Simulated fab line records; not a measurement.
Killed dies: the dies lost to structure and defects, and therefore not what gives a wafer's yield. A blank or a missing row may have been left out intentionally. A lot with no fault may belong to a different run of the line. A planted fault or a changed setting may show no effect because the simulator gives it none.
Which of the tools did it? | flow n5-finfet | Sampling: 23 lots, 69 wafers, 4 of 1938 route steps

## WHAT EACH GAUGE READ, for each wafer
N5_GATE_CUT_OVL_MEAS_14.
lot  | measured     | on         | GATE_CUT_OVL (nm)
L074 | day 4 09:33  | overlay-02 | 0.3 1.2 0.9
L075 | day 4 15:20  | overlay-01 | 1.0 0.7 0.7
L076 | day 4 22:16  | overlay-02 | 0.0 -0.2 0.0
L077 | day 5 03:43  | overlay-02 | 0.4 0.1 0.7
L078 | day 5 12:05  | overlay-01 | -0.6 -0.5 0.7
L079 | day 5 19:26  | overlay-02 | 0.4 0.5 0.9
L080 | day 6 00:23  | overlay-01 | 0.2 -0.1 -0.2
L081 | day 6 05:22  | overlay-02 | 1.5 1.5 1.3
L082 | day 6 08:41  | overlay-01 | -0.3 -0.8 -0.6
L083 | day 6 15:10  | overlay-02 | -0.1 -0.5 -0.2
L084 | day 7 00:52  | overlay-02 | 0.2 -0.4 0.2
L085 | day 7 07:40  | overlay-01 | 0.1 -0.6 0.1
L087 | day 7 14:47  | overlay-02 | 0.9 0.0 0.7
L088 | day 7 21:37  | overlay-02 | 0.5 0.7 0.7
L089 | day 8 03:56  | overlay-01 | -0.6 -0.4 -0.6
L090 | day 8 12:40  | overlay-02 | 1.1 1.3 1.8
L091 | day 8 17:35  | overlay-01 | -0.4 0.0 -0.1
L092 | day 9 00:36  | overlay-01 | 1.3 1.1 0.6
L093 | day 9 04:46  | overlay-02 | 0.4 0.0 -1.2
L094 | day 9 16:38  | overlay-02 | 0.7 1.3 1.1
L095 | day 9 19:34  | overlay-02 | 0.1 -0.2 -0.6
L096 | day 9 22:48  | overlay-02 | 0.0 0.9 0.9
L097 | day 10 06:44 | overlay-01 | 1.1 2.2 -0.2

N5_MOL_CONTACT_COAG_THK_MEAS_29.
lot  | measured     | on            | MD_CAP_THK (nm)
L074 | day 4 21:32  | film-metro-01 | 17.92 17.91 17.98
L075 | day 5 03:39  | film-metro-02 | 17.80 17.85 17.87
L076 | day 5 16:19  | film-metro-01 | 17.82 17.87 18.04
L077 | day 5 18:01  | film-metro-01 | 17.90 17.95 17.92
L078 | day 5 23:04  | film-metro-01 | 17.98 18.00 18.02
L079 | day 6 17:15  | film-metro-02 | 17.89 17.81 17.93
L080 | day 6 16:55  | film-metro-02 | 17.99 17.88 17.97
L081 | day 6 21:11  | film-metro-02 | 17.91 17.85 17.91
L082 | day 6 20:38  | film-metro-01 | 18.08 18.01 17.96
L083 | day 7 04:23  | film-metro-02 | 18.01 18.13 17.93
L084 | day 7 13:13  | film-metro-02 | 17.89 17.95 17.88
L085 | day 7 22:16  | film-metro-01 | 17.92 17.94 17.95
L087 | day 8 04:02  | film-metro-01 | 17.97 18.05 17.88
L088 | day 8 10:35  | film-metro-02 | 17.85 17.90 17.81
L089 | day 8 18:10  | film-metro-01 | 18.03 18.18 17.98
L090 | day 9 04:37  | film-metro-02 | 17.98 17.99 17.92
L091 | day 9 06:58  | film-metro-02 | 17.77 17.78 17.96
L092 | day 9 12:05  | film-metro-02 | 17.91 17.90 17.93
L093 | day 9 18:00  | film-metro-01 | 17.86 17.88 17.91
L094 | day 10 05:10 | film-metro-02 | 17.84 17.88 17.89
L095 | day 10 08:44 | film-metro-01 | 17.84 17.97 17.92
L096 | day 10 12:16 | film-metro-02 | 17.81 17.88 17.77
L097 | day 10 18:25 | film-metro-01 | 17.80 17.90 17.86

## TOOL THAT RAN EACH LOT (tool first, then ch and the chambers of the sampled wafers, then the start)
lot  | N5_GATE_CUT_CMP_61            | N5_MOL_CONTACT_COAG_ETCH_59
L074 | cmp-02 ch 0,1, day 4 12:46    | rie-diel-03 ch 0,1,2, day 4 13:35
L075 | cmp-04 ch 1,2,3, day 4 18:41  | rie-diel-04 ch 0,1,3, day 4 19:25
L076 | cmp-04 ch 1,2,3, day 5 01:47  | rie-diel-03 ch 0,1,2, day 5 02:26
L077 | cmp-02 ch 0,1,3, day 5 07:13  | rie-diel-01 ch 0,2,3, day 5 07:52
L078 | cmp-02 ch 0,1,3, day 5 15:20  | rie-diel-03 ch 0,2,3, day 5 16:01
L079 | cmp-03 ch 0,3, day 5 22:46    | rie-diel-01 ch 1,2, day 5 23:33
L080 | cmp-04 ch 1,2, day 6 03:38    | rie-diel-04 ch 0,1,3, day 6 04:28
L081 | cmp-02 ch 0,1, day 6 08:35    | rie-diel-01 ch 2,3, day 6 09:23
L082 | cmp-04 ch 0,2,3, day 6 12:11  | rie-diel-01 ch 0,1,3, day 6 12:58
L083 | cmp-04 ch 0,3, day 6 19:05    | rie-diel-04 ch 2,3, day 6 20:01
L084 | cmp-02 ch 0,1,3, day 7 04:16  | rie-diel-01 ch 0,2, day 7 04:54
L085 | cmp-04 ch 1,2,3, day 7 11:48  | rie-diel-03 ch 0,1,2, day 7 12:37
L087 | cmp-02 ch 2,3, day 7 18:25    | rie-diel-04 ch 0,2,3, day 7 19:26
L088 | cmp-04 ch 0,2,3, day 8 01:04  | rie-diel-03 ch 0,1,2, day 8 01:42
L089 | cmp-02 ch 0,1,3, day 8 08:24  | rie-diel-01 ch 1,2,3, day 8 09:05
L090 | cmp-02 ch 0,2,3, day 8 17:31  | rie-diel-03 ch 0,2,3, day 8 18:11
L091 | cmp-02 ch 0,2,3, day 8 21:19  | rie-diel-03 ch 2,3, day 8 22:08
L092 | cmp-04 ch 0,1, day 9 03:56    | rie-diel-03 ch 0,3, day 9 04:35
L093 | cmp-03 ch 1,3, day 9 08:22    | rie-diel-01 ch 0,1,2, day 9 09:10
L094 | cmp-04 ch 0,1,2, day 9 19:59  | rie-diel-04 ch 0,1, day 9 20:40
L095 | cmp-04 ch 1,2,3, day 9 22:52  | rie-diel-04 ch 1,3, day 9 23:29
L096 | cmp-03 ch 1,2, day 10 02:04   | rie-diel-03 ch 1,3, day 10 02:53
L097 | cmp-03 ch 0,1,3, day 10 10:27 | rie-diel-03 ch 0,1,3, day 10 11:12
- N5_GATE_CUT_CMP_61: polishes, stops on SiNx, t overpolish 3 s.
- N5_MOL_CONTACT_COAG_ETCH_59: etches underlayer in N2/H2, target depth 13 nm, time 10.4 s.

## WHAT THE TOOLS THEMSELVES READ (means of the sampled wafers that have a number; where no wafer has one, the mark that the record gives instead)
N5_GATE_CUT_CMP_61.
lot  | tool   | head-pressure-psi (psi) | motor-current-A (A)
L074 | cmp-02 | 4.000                   | 12.2
L075 | cmp-04 | 3.991                   | 12.7
L076 | cmp-04 | 3.988                   | 12.6
L077 | cmp-02 | 4.004                   | 12.9
L078 | cmp-02 | 3.998                   | 12.5
L079 | cmp-03 | 3.998                   | 12.4
L080 | cmp-04 | 3.999                   | 12.3
L081 | cmp-02 | 3.999                   | 12.2
L082 | cmp-04 | 4.000                   | 12.4
L083 | cmp-04 | 4.003                   | 12.1
L084 | cmp-02 | 4.006                   | 12.4
L085 | cmp-04 | 3.998                   | 12.0
L087 | cmp-02 | 3.999                   | 13.1
L088 | cmp-04 | 3.995                   | 12.3
L089 | cmp-02 | 4.002                   | 12.8
L090 | cmp-02 | 3.995                   | 12.6
L091 | cmp-02 | 3.997                   | 12.7
L092 | cmp-04 | 4.002                   | 11.4
L093 | cmp-03 | 3.994                   | 12.8
L094 | cmp-04 | 4.002                   | 12.1
L095 | cmp-04 | 3.994                   | 12.1
L096 | cmp-03 | 3.994                   | 13.3
L097 | cmp-03 | 4.001                   | 12.6

N5_MOL_CONTACT_COAG_ETCH_59.
lot  | tool        | drypump-motor-current-A (A) | etch-rf-on-time-s (s) | oes-product-au (a.u.) | rf-vpp-V (V) | showerhead-plenum-p-Torr (Torr) | throttle-valve-pct (%)
L074 | rie-diel-03 | 5.77                        | 10.4                  | 0.66                  | 523.6        | 2.54                            | 17.81
L075 | rie-diel-04 | 5.66                        | 10.3                  | 0.62                  | 525.0        | 2.55                            | 18.17
L076 | rie-diel-03 | 5.75                        | 10.4                  | 0.65                  | 523.5        | 2.54                            | 17.82
L077 | rie-diel-01 | 5.76                        | 10.7                  | 0.66                  | 523.6        | 2.52                            | 17.98
L078 | rie-diel-03 | 5.72                        | 10.6                  | 0.65                  | 524.0        | 2.53                            | 17.71
L079 | rie-diel-01 | 5.61                        | 10.8                  | 0.68                  | 525.5        | 2.60                            | 18.16
L080 | rie-diel-04 | 5.68                        | 10.2                  | 0.62                  | 524.3        | 2.55                            | 18.20
L081 | rie-diel-01 | 5.73                        | 11.0                  | 0.62                  | 524.4        | 2.54                            | 18.18
L082 | rie-diel-01 | 5.72                        | 10.3                  | 0.69                  | 524.6        | 2.56                            | 17.84
L083 | rie-diel-04 | 5.35                        | 10.7                  | 0.61                  | 525.3        | 2.64                            | 18.12
L084 | rie-diel-01 | 5.67                        | 10.7                  | 0.67                  | 523.0        | 2.52                            | 18.15
L085 | rie-diel-03 | 5.78                        | 10.5                  | 0.65                  | 523.5        | 2.53                            | 17.85
L087 | rie-diel-04 | 5.49                        | 10.4                  | 0.68                  | 524.1        | 2.59                            | 18.01
L088 | rie-diel-03 | 5.75                        | 10.5                  | 0.64                  | 524.4        | 2.53                            | 17.85
L089 | rie-diel-01 | 5.68                        | 10.7                  | 0.64                  | 524.2        | 2.58                            | 18.06
L090 | rie-diel-03 | 5.72                        | 10.6                  | 0.63                  | 524.0        | 2.52                            | 17.75
L091 | rie-diel-03 | 5.86                        | 10.8                  | 0.63                  | 525.1        | 2.56                            | 17.78
L092 | rie-diel-03 | 5.59                        | 10.6                  | 0.62                  | 522.5        | 2.47                            | 17.73
L093 | rie-diel-01 | 5.66                        | 10.6                  | 0.68                  | 523.9        | 2.56                            | 18.04
L094 | rie-diel-04 | 5.88                        | 9.9                   | 0.79                  | 523.1        | 2.49                            | 17.73
L095 | rie-diel-04 | 5.70                        | 10.3                  | 0.74                  | 524.2        | 2.55                            | 17.91
L096 | rie-diel-03 | 5.74                        | 10.5                  | 0.66                  | 521.4        | 2.43                            | 17.86
L097 | rie-diel-03 | 5.65                        | 10.6                  | 0.64                  | 521.9        | 2.45                            | 17.80

## THE ANSWER, worked out from the rows above alone
Rule: usual is defined by the lots themselves. Put in order of their means at a reading, lots are off if they are a third of the lots or fewer, leave a main group of 4 or more, and stand apart from it by a gap of 3 or more times the standard deviation of the main group's means; of several such gaps the widest counts. If all means in a main group match to the digits the tables above print for the reading, that group is not used. A lot without any number at a reading at which 4 lots or more have one is off too. The other lots that the step has rows for count as sound. First the gauges in route order, then the tools' own readings, where a lot's mean is used as printed above. The first step at which some lot is off is used, and at that step the reading that is off furthest; a lot without a number counts as furthest.
Nothing can be told from this: no lot is off at any reading shown.

## WHAT THE SIMULATOR HAD PUT IN
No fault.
